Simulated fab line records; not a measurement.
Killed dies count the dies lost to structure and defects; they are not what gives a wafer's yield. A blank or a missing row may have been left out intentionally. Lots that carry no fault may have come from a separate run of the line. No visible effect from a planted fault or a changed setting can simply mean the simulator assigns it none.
Split-lot study || flow n5-finfet || 21 wafers read from 7 lots, route of 1938 steps

THE SPLIT ITSELF
At N5_BEOL_M8_EXPOSE_08 (exposes mask M8), the setting dose-mj was moved away from the recipe's 68.25 on 8 of the 21 wafers read, by -6.5% to +7.2%. The other wafers ran this setting at the recipe's value.

FROM THE SPLIT TO THE READING: what the file shows between them, 3 steps
- N5_BEOL_M8_PEB_09: peb time 60 s
- N5_BEOL_M8_DEVELOP_10: develop time 30 s
- N5_BEOL_M8_DESCUM_16: chemistry O2, time 7.9 s

THE READING
BEOL_M8.cd-offset-nm (the simulator's own value, which no gauge read), in nm, at N5_BEOL_M8_ETCH_61 (etches SiARC in CF4, target depth 45.5 nm, time 75.8 s). No usual value for it is given in the file. Here, 13 wafers ran the recipe; their average is -0.1 nm with a standard deviation of 0.55 nm.

{"wafer": "L077.1", "tool, chamber at the split": "arfi-scanner-01, 0", "dose-mj as run": 68.25, "against the recipe": "recipe", "BEOL_M8.cd-offset-nm, nm": 0.4, "against lot-mates on the recipe": "-"}
{"wafer": "L077.2", "tool, chamber at the split": "arfi-scanner-01, 0", "dose-mj as run": 63.8, "against the recipe": "-6.5%", "BEOL_M8.cd-offset-nm, nm": -2.6, "against lot-mates on the recipe": -3.0}
{"wafer": "L077.4", "tool, chamber at the split": "arfi-scanner-01, 0", "dose-mj as run": 63.8, "against the recipe": "-6.5%", "BEOL_M8.cd-offset-nm, nm": -2.2, "against lot-mates on the recipe": -2.6}
{"wafer": "L079.2", "tool, chamber at the split": "arfi-scanner-03, 0", "dose-mj as run": 68.25, "against the recipe": "recipe", "BEOL_M8.cd-offset-nm, nm": -0.4, "against lot-mates on the recipe": "-"}
{"wafer": "L079.3", "tool, chamber at the split": "arfi-scanner-03, 0", "dose-mj as run": 70.36, "against the recipe": "+3.1%", "BEOL_M8.cd-offset-nm, nm": 1.6, "against lot-mates on the recipe": "+2.1"}
{"wafer": "L079.4", "tool, chamber at the split": "arfi-scanner-03, 0", "dose-mj as run": 68.25, "against the recipe": "recipe", "BEOL_M8.cd-offset-nm, nm": -0.6, "against lot-mates on the recipe": "-"}
{"wafer": "L078.2", "tool, chamber at the split": "arfi-scanner-01, 0", "dose-mj as run": 72.37, "against the recipe": "+6.0%", "BEOL_M8.cd-offset-nm, nm": 1.4, "against lot-mates on the recipe": "+1.6"}
{"wafer": "L078.3", "tool, chamber at the split": "arfi-scanner-01, 0", "dose-mj as run": 68.25, "against the recipe": "recipe", "BEOL_M8.cd-offset-nm, nm": -0.2, "against lot-mates on the recipe": "-"}
{"wafer": "L078.6", "tool, chamber at the split": "arfi-scanner-01, 0", "dose-mj as run": 68.25, "against the recipe": "recipe", "BEOL_M8.cd-offset-nm, nm": -0.2, "against lot-mates on the recipe": "-"}
{"wafer": "L087.1", "tool, chamber at the split": "arfi-scanner-02, 0", "dose-mj as run": 68.25, "against the recipe": "recipe", "BEOL_M8.cd-offset-nm, nm": 0.2, "against lot-mates on the recipe": "-"}
{"wafer": "L087.2", "tool, chamber at the split": "arfi-scanner-02, 0", "dose-mj as run": 68.25, "against the recipe": "recipe", "BEOL_M8.cd-offset-nm, nm": -0.6, "against lot-mates on the recipe": "-"}
{"wafer": "L087.6", "tool, chamber at the split": "arfi-scanner-02, 0", "dose-mj as run": 68.25, "against the recipe": "recipe", "BEOL_M8.cd-offset-nm, nm": -0.2, "against lot-mates on the recipe": "-"}
{"wafer": "L090.1", "tool, chamber at the split": "arfi-scanner-02, 0", "dose-mj as run": 66.22, "against the recipe": "-3.0%", "BEOL_M8.cd-offset-nm, nm": -0.8, "against lot-mates on the recipe": -1.3}
{"wafer": "L090.5", "tool, chamber at the split": "arfi-scanner-02, 0", "dose-mj as run": 68.25, "against the recipe": "recipe", "BEOL_M8.cd-offset-nm, nm": -0.4, "against lot-mates on the recipe": "-"}
{"wafer": "L090.6", "tool, chamber at the split": "arfi-scanner-02, 0", "dose-mj as run": 68.25, "against the recipe": "recipe", "BEOL_M8.cd-offset-nm, nm": 1.4, "against lot-mates on the recipe": "-"}
{"wafer": "L092.1", "tool, chamber at the split": "arfi-scanner-01, 0", "dose-mj as run": 73.14, "against the recipe": "+7.2%", "BEOL_M8.cd-offset-nm, nm": 3.2, "against lot-mates on the recipe": "no lot-mate on the recipe"}
{"wafer": "L092.5", "tool, chamber at the split": "arfi-scanner-01, 0", "dose-mj as run": 73.14, "against the recipe": "+7.2%", "BEOL_M8.cd-offset-nm, nm": 3, "against lot-mates on the recipe": "no lot-mate on the recipe"}
{"wafer": "L092.6", "tool, chamber at the split": "arfi-scanner-01, 0", "dose-mj as run": 73.14, "against the recipe": "+7.2%", "BEOL_M8.cd-offset-nm, nm": 3.8, "against lot-mates on the recipe": "no lot-mate on the recipe"}
{"wafer": "L095.3", "tool, chamber at the split": "arfi-scanner-02, 0", "dose-mj as run": 68.25, "against the recipe": "recipe", "BEOL_M8.cd-offset-nm, nm": -0.4, "against lot-mates on the recipe": "-"}
{"wafer": "L095.4", "tool, chamber at the split": "arfi-scanner-02, 0", "dose-mj as run": 68.25, "against the recipe": "recipe", "BEOL_M8.cd-offset-nm, nm": -0.8, "against lot-mates on the recipe": "-"}
{"wafer": "L095.5", "tool, chamber at the split": "arfi-scanner-02, 0", "dose-mj as run": 68.25, "against the recipe": "recipe", "BEOL_M8.cd-offset-nm, nm": 0, "against lot-mates on the recipe": "-"}

FIT RESULTS
A straight line over all 21 wafers: BEOL_M8.cd-offset-nm changes by +0.405 nm for each +1% of dose-mj; r = +0.94; the points scatter about the line by 0.59 nm.
The same after taking each lot's own level away (the mean of its wafers on the recipe; 18 wafers): +0.403 nm for each +1%; r = +0.92; scatter 0.49 nm.
On that fit, the largest move of dose-mj shifts the reading by 2.9 nm.
The lots' own levels span -0.50 to 0.50 nm, that is 1.8 times the standard deviation above.
So the lot-to-lot level changes the slope little: the two slopes agree.
Check: -2.48 nm against its lot-mates is what the line predicts for one of the wafers moved furthest among these (-6.5%) when that wafer is left out of the fit. It came out at -3 nm against them.

ADDITIONAL SPLITS CARRIED BY THESE WAFERS
Before the reading, these wafers also passed through other splits. Each is held against what the fit with the lots' levels taken away leaves over:
{"other split on the same wafers": "N5_BEOL_M4_COAT_22 spin-rpm", "wafers away from the commonest value": 5, "r with BEOL_M8.cd-offset-nm (lot level and that fit taken away)": -0.56}
{"other split on the same wafers": "N5_BEOL_M7_ETCH_61 source-w", "wafers away from the commonest value": 9, "r with BEOL_M8.cd-offset-nm (lot level and that fit taken away)": "+0.24"}
{"other split on the same wafers": "N5_BEOL_M7_COAT_63 spin-rpm", "wafers away from the commonest value": 6, "r with BEOL_M8.cd-offset-nm (lot level and that fit taken away)": -0.37}

FILE'S OWN FIT
BEOL_M8.cd-offset-nm changes by +0.393 nm for each +1% of dose-mj, r = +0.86.
